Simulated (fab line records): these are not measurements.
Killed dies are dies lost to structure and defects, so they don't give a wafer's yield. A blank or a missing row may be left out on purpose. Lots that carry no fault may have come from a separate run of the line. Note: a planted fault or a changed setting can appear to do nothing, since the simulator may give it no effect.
Chamber matching / flow nandHarc / 4 sister chambers for NHARC_A_CONTACT_DESCUM_47 on rieDiel-07
The step chemistry O2, time 3 s. 8 wafers are shown with their chamber, then 8 later ones without.

## WAFERS WITH THEIR CHAMBER
wafer=L627.1; chamber=3; showerheadPlenumPTorr (Torr)=1.77; rfVppV (V)=56.8
wafer=L627.6; chamber=3; showerheadPlenumPTorr (Torr)=1.77; rfVppV (V)=56.1
wafer=L632.5; chamber=2; showerheadPlenumPTorr (Torr)=2.08; rfVppV (V)=60.1
wafer=L636.4; chamber=0; showerheadPlenumPTorr (Torr)=2.02; rfVppV (V)=57.9
wafer=L636.6; chamber=2; showerheadPlenumPTorr (Torr)=2.07; rfVppV (V)=58.5
wafer=L642.1; chamber=0; showerheadPlenumPTorr (Torr)=2.02; rfVppV (V)=57.7
wafer=L642.5; chamber=1; showerheadPlenumPTorr (Torr)=1.95; rfVppV (V)=56.6
wafer=L644.1; chamber=1; showerheadPlenumPTorr (Torr)=1.95; rfVppV (V)=57.8

## WAFERS WITHOUT THEIR CHAMBER
wafer=L644.2; showerheadPlenumPTorr (Torr)=2.07; rfVppV (V)=58.7
wafer=L644.6; showerheadPlenumPTorr (Torr)=1.95; rfVppV (V)=57.7
wafer=L646.1; showerheadPlenumPTorr (Torr)=2.02; rfVppV (V)=58.9
wafer=L646.2; showerheadPlenumPTorr (Torr)=1.95; rfVppV (V)=58.4
wafer=L646.4; showerheadPlenumPTorr (Torr)=2.07; rfVppV (V)=59.1
wafer=L648.1; showerheadPlenumPTorr (Torr)=1.95; rfVppV (V)=57.1
wafer=L648.4; showerheadPlenumPTorr (Torr)=1.76; rfVppV (V)=57.3
wafer=L648.5; showerheadPlenumPTorr (Torr)=2.02; rfVppV (V)=58.3

## WHICH CHAMBER EACH WENT THROUGH
wafer=L644.2; from the rows above=2; in truth=2
wafer=L644.6; from the rows above=1; in truth=1
wafer=L646.1; from the rows above=0; in truth=0
wafer=L646.2; from the rows above=1; in truth=1
wafer=L646.4; from the rows above=2; in truth=2
wafer=L648.1; from the rows above=1; in truth=1
wafer=L648.4; from the rows above=3; in truth=3
wafer=L648.5; from the rows above=0; in truth=0
Correct placement for 8 of the 8. From these rows, 0 cannot be placed. Placed wrongly: 0.
How it was worked out, from the rows above alone: a wafer's distance from a chamber is the root of the sum, over the readings, of the square of ((its reading less the chamber's mean) divided by the reading's scatter). If the next closest chamber is less than 2 further off than the closest, the wafer can't be placed; otherwise it belongs to the closest. For every chamber, the mean is computed from those of its wafers that are shown. The scatter is the square root of a quotient: the sum, over the shown wafers, of each reading's squared deviation from its chamber's mean, divided by wafers minus chambers.
